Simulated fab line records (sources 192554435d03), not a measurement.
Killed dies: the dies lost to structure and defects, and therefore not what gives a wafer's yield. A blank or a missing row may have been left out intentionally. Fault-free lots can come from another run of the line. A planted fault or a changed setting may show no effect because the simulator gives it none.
Matching of chambers :: flow n5_finfet :: N5_SD_EPI_P_DESCUM_14 on rie_diel-05: 4 sister chambers
The step chemistry O2, time 7.9 s. 20 wafers are shown with their chamber, then 10 later ones without.

== EACH WAFER AND ITS CHAMBER ==
wafer: L075.1
chamber: 3
drypump_motor_current_A (A): 5.4
showerhead_plenum_p_Torr (Torr): 2.14
throttle_valve_pct (%): 20.45

wafer: L075.4
chamber: 0
drypump_motor_current_A (A): 6.4
showerhead_plenum_p_Torr (Torr): 2.04
throttle_valve_pct (%): 20.49

wafer: L075.5
chamber: 3
drypump_motor_current_A (A): 5.5
showerhead_plenum_p_Torr (Torr): 2.14
throttle_valve_pct (%): 20.45

wafer: L076.4
chamber: 2
drypump_motor_current_A (A): 5.7
showerhead_plenum_p_Torr (Torr): 2.12
throttle_valve_pct (%): 19.86

wafer: L076.5
chamber: 2
drypump_motor_current_A (A): 5.7
showerhead_plenum_p_Torr (Torr): 2.12
throttle_valve_pct (%): 19.85

wafer: L076.6
chamber: 3
drypump_motor_current_A (A): 5.4
showerhead_plenum_p_Torr (Torr): 2.14
throttle_valve_pct (%): 20.45

wafer: L078.1
chamber: 2
drypump_motor_current_A (A): 5.7
showerhead_plenum_p_Torr (Torr): 2.12
throttle_valve_pct (%): 19.88

wafer: L078.5
chamber: 0
drypump_motor_current_A (A): 6.4
showerhead_plenum_p_Torr (Torr): 2.04
throttle_valve_pct (%): 20.49

wafer: L078.6
chamber: 1
drypump_motor_current_A (A): 5.4
showerhead_plenum_p_Torr (Torr): 2.12
throttle_valve_pct (%): 19.96

wafer: L086.2
chamber: 3
drypump_motor_current_A (A): 5.5
showerhead_plenum_p_Torr (Torr): 2.13
throttle_valve_pct (%): 20.28

wafer: L086.3
chamber: 0
drypump_motor_current_A (A): 6.4
showerhead_plenum_p_Torr (Torr): 2.03
throttle_valve_pct (%): 20.53

wafer: L086.6
chamber: 2
drypump_motor_current_A (A): 5.7
showerhead_plenum_p_Torr (Torr): 2.12
throttle_valve_pct (%): 19.87

wafer: L087.1
chamber: 2
drypump_motor_current_A (A): 5.8
showerhead_plenum_p_Torr (Torr): 2.12
throttle_valve_pct (%): 19.88

wafer: L087.5
chamber: 1
drypump_motor_current_A (A): 5.4
showerhead_plenum_p_Torr (Torr): 2.11
throttle_valve_pct (%): 19.99

wafer: L087.6
chamber: 2
drypump_motor_current_A (A): 5.7
showerhead_plenum_p_Torr (Torr): 2.12
throttle_valve_pct (%): 19.90

wafer: L089.1
chamber: 1
drypump_motor_current_A (A): 5.4
showerhead_plenum_p_Torr (Torr): 2.11
throttle_valve_pct (%): 19.97

wafer: L089.3
chamber: 2
drypump_motor_current_A (A): 5.7
showerhead_plenum_p_Torr (Torr): 2.11
throttle_valve_pct (%): 19.90

wafer: L089.5
chamber: 0
drypump_motor_current_A (A): 6.4
showerhead_plenum_p_Torr (Torr): 2.03
throttle_valve_pct (%): 20.52

wafer: L091.2
chamber: 0
drypump_motor_current_A (A): 6.4
showerhead_plenum_p_Torr (Torr): 2.03
throttle_valve_pct (%): 20.54

wafer: L091.4
chamber: 1
drypump_motor_current_A (A): 5.4
showerhead_plenum_p_Torr (Torr): 2.11
throttle_valve_pct (%): 20.00

SIGNATURES (averages over the wafers above)
reading: drypump_motor_current_A
chamber 0: 6.400
chamber 1: 5.400
chamber 2: 5.714
chamber 3: 5.450
scatter within a chamber: 0.0341

reading: showerhead_plenum_p_Torr
chamber 0: 2.0340
chamber 1: 2.1125
chamber 2: 2.1186
chamber 3: 2.1375
scatter within a chamber: 0.00472

reading: throttle_valve_pct
chamber 0: 20.5140
chamber 1: 19.9800
chamber 2: 19.8771
chamber 3: 20.4075
scatter within a chamber: 0.041
Rule: for each reading, subtract the chamber's mean from the wafer's reading, divide by that reading's scatter and square the result; add these up over the readings and take the root, which gives the wafer's distance from the chamber. The wafer belongs to the nearest chamber; if the next one is less than 2 further off, it can't be placed. How the scatter is found: for the shown wafers, subtract from each reading the mean of its chamber, square and add these, divide the total by (wafers less chambers), then take the root.

== WAFERS WHOSE CHAMBER IS MISSING ==
wafer: L091.6
drypump_motor_current_A (A): 5.7
showerhead_plenum_p_Torr (Torr): 2.11
throttle_valve_pct (%): 19.91

wafer: L092.1
drypump_motor_current_A (A): 6.4
showerhead_plenum_p_Torr (Torr): 2.03
throttle_valve_pct (%): 20.53

wafer: L092.2
drypump_motor_current_A (A): 5.4
showerhead_plenum_p_Torr (Torr): 2.11
throttle_valve_pct (%): 19.99

wafer: L092.3
drypump_motor_current_A (A): 5.7
showerhead_plenum_p_Torr (Torr): 2.11
throttle_valve_pct (%): 19.91

wafer: L095.2
drypump_motor_current_A (A): 5.7
showerhead_plenum_p_Torr (Torr): 2.11
throttle_valve_pct (%): 19.91

wafer: L095.5
drypump_motor_current_A (A): 5.4
showerhead_plenum_p_Torr (Torr): 2.10
throttle_valve_pct (%): 20.01

wafer: L095.6
drypump_motor_current_A (A): 6.4
showerhead_plenum_p_Torr (Torr): 2.03
throttle_valve_pct (%): 20.54

wafer: L097.3
drypump_motor_current_A (A): 5.7
showerhead_plenum_p_Torr (Torr): 2.11
throttle_valve_pct (%): 19.93

wafer: L097.4
drypump_motor_current_A (A): 5.5
showerhead_plenum_p_Torr (Torr): 2.13
throttle_valve_pct (%): 20.32

wafer: L097.5
drypump_motor_current_A (A): 5.5
showerhead_plenum_p_Torr (Torr): 2.13
throttle_valve_pct (%): 20.31

== EACH ONE'S CHAMBER ==
wafer: L091.6
from the rows above: 2
in truth: 2

wafer: L092.1
from the rows above: 0
in truth: 0

wafer: L092.2
from the rows above: 1
in truth: 1

wafer: L092.3
from the rows above: 2
in truth: 2

wafer: L095.2
from the rows above: 2
in truth: 2

wafer: L095.5
from the rows above: 1
in truth: 1

wafer: L095.6
from the rows above: 0
in truth: 0

wafer: L097.3
from the rows above: 2
in truth: 2

wafer: L097.4
from the rows above: 3
in truth: 3

wafer: L097.5
from the rows above: 3
in truth: 3
Placed correctly: 10 of 10. From these rows, 0 cannot be placed. Number placed wrongly: 0.
